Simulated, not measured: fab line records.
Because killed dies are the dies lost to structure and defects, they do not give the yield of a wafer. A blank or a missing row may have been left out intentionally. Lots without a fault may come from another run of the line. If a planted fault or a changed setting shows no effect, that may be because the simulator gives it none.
Split-lot trial / flow n5 finfet / 21 wafers read from 7 lots, route of 1938 steps

## ON THE SPLIT
At N5_BEOL_M14_TRENCH_ETCH_34 (etches SiO2 in C4F8/O2/Ar, target depth 556.65 nm, time 126.9 s), the setting bias w was moved away from the recipe's 2040 W on 7 of the 21 wafers read, by -14.5% to +14.5%. This setting was run at the recipe's value on the other wafers.

The reading comes from the split's own step.

## THE READING
rf vpp V, in V, at N5_BEOL_M14_TRENCH_ETCH_34 (etches SiO2 in C4F8/O2/Ar, target depth 556.65 nm, time 126.9 s). A value of 2228 V with a standard deviation of 17 V is what fault-free wafers of this fab line usually give.

wafer=L077.3; tool, chamber at the split=rie diel-02, 2; bias w as run, W=2335; against the recipe=+14.5%; rf vpp V, V=2453; against lot-mates on the recipe=+243
wafer=L077.4; tool, chamber at the split=rie diel-02, 0; bias w as run, W=2040; against the recipe=recipe; rf vpp V, V=2210; against lot-mates on the recipe=-
wafer=L077.5; tool, chamber at the split=rie diel-02, 2; bias w as run, W=2335; against the recipe=+14.5%; rf vpp V, V=2452; against lot-mates on the recipe=+242
wafer=L078.2; tool, chamber at the split=rie diel-02, 0; bias w as run, W=1842; against the recipe=-9.7%; rf vpp V, V=2058; against lot-mates on the recipe=-176
wafer=L078.5; tool, chamber at the split=rie diel-02, 1; bias w as run, W=2040; against the recipe=recipe; rf vpp V, V=2234; against lot-mates on the recipe=-
wafer=L078.6; tool, chamber at the split=rie diel-02, 0; bias w as run, W=1842; against the recipe=-9.7%; rf vpp V, V=2057; against lot-mates on the recipe=-177
wafer=L082.1; tool, chamber at the split=rie diel-02, 0; bias w as run, W=2040; against the recipe=recipe; rf vpp V, V=2210; against lot-mates on the recipe=-
wafer=L082.2; tool, chamber at the split=rie diel-02, 3; bias w as run, W=1745; against the recipe=-14.5%; rf vpp V, V=1969; against lot-mates on the recipe=-240
wafer=L082.5; tool, chamber at the split=rie diel-02, 0; bias w as run, W=2040; against the recipe=recipe; rf vpp V, V=2209; against lot-mates on the recipe=-
wafer=L090.1; tool, chamber at the split=rie diel-02, 2; bias w as run, W=1947; against the recipe=-4.6%; rf vpp V, V=2162; against lot-mates on the recipe=-58
wafer=L090.3; tool, chamber at the split=rie diel-02, 0; bias w as run, W=2040; against the recipe=recipe; rf vpp V, V=2208; against lot-mates on the recipe=-
wafer=L090.6; tool, chamber at the split=rie diel-02, 1; bias w as run, W=2040; against the recipe=recipe; rf vpp V, V=2232; against lot-mates on the recipe=-
wafer=L091.1; tool, chamber at the split=rie diel-02, 0; bias w as run, W=2040; against the recipe=recipe; rf vpp V, V=2208; against lot-mates on the recipe=-
wafer=L091.3; tool, chamber at the split=rie diel-02, 1; bias w as run, W=2040; against the recipe=recipe; rf vpp V, V=2233; against lot-mates on the recipe=-
wafer=L091.4; tool, chamber at the split=rie diel-02, 2; bias w as run, W=2040; against the recipe=recipe; rf vpp V, V=2234; against lot-mates on the recipe=-
wafer=L095.1; tool, chamber at the split=rie diel-02, 3; bias w as run, W=1910; against the recipe=-6.4%; rf vpp V, V=2099; against lot-mates on the recipe=-122
wafer=L095.3; tool, chamber at the split=rie diel-02, 2; bias w as run, W=2040; against the recipe=recipe; rf vpp V, V=2235; against lot-mates on the recipe=-
wafer=L095.5; tool, chamber at the split=rie diel-02, 0; bias w as run, W=2040; against the recipe=recipe; rf vpp V, V=2208; against lot-mates on the recipe=-
wafer=L097.1; tool, chamber at the split=rie diel-06, 0; bias w as run, W=2040; against the recipe=recipe; rf vpp V, V=2222; against lot-mates on the recipe=-
wafer=L097.2; tool, chamber at the split=rie diel-06, 1; bias w as run, W=2040; against the recipe=recipe; rf vpp V, V=2247; against lot-mates on the recipe=-
wafer=L097.4; tool, chamber at the split=rie diel-06, 3; bias w as run, W=2040; against the recipe=recipe; rf vpp V, V=2247; against lot-mates on the recipe=-

FIT RESULTS
A straight line over all 21 wafers: rf vpp V changes by +16.6 V for each +1% of bias w; r = +0.99; the points scatter about the line by 14 V.
The same after taking each lot's own level away (the mean of its wafers on the recipe; 21 wafers): +17 V for each +1%; r = +1.00; scatter 11 V.
Per that fit: largest bias w move, reading shift of 2.5e+02 V.
From 2209.5 to 2238.7 V: that is the span of the lots' own levels, equal to 1.7 times the standard deviation above.
Hence the lot-to-lot level has little effect on the slope; both slopes agree.
Check: for one of the wafers moved furthest among these (-14.5%), held out of the fit, the line's prediction against its lot-mates is -250 V. It came out at -240 V against them.
Tool readings at the split's step, against how far the setting was moved: rf vpp V r = +0.99.

## FURTHER SPLITS ON THESE WAFERS
Other splits were also applied to these wafers ahead of the reading. Each is held against what the fit with the lots' levels taken away leaves over:
other split on the same wafers=N5_BEOL_M14_EXPOSE_25 dose mj; wafers away from the commonest value=5; r with rf vpp V (lot level and that fit taken away)=-0.41

## FILE'S OWN FIT
rf vpp V changes by +17 V for each +1% of bias w, r = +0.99.
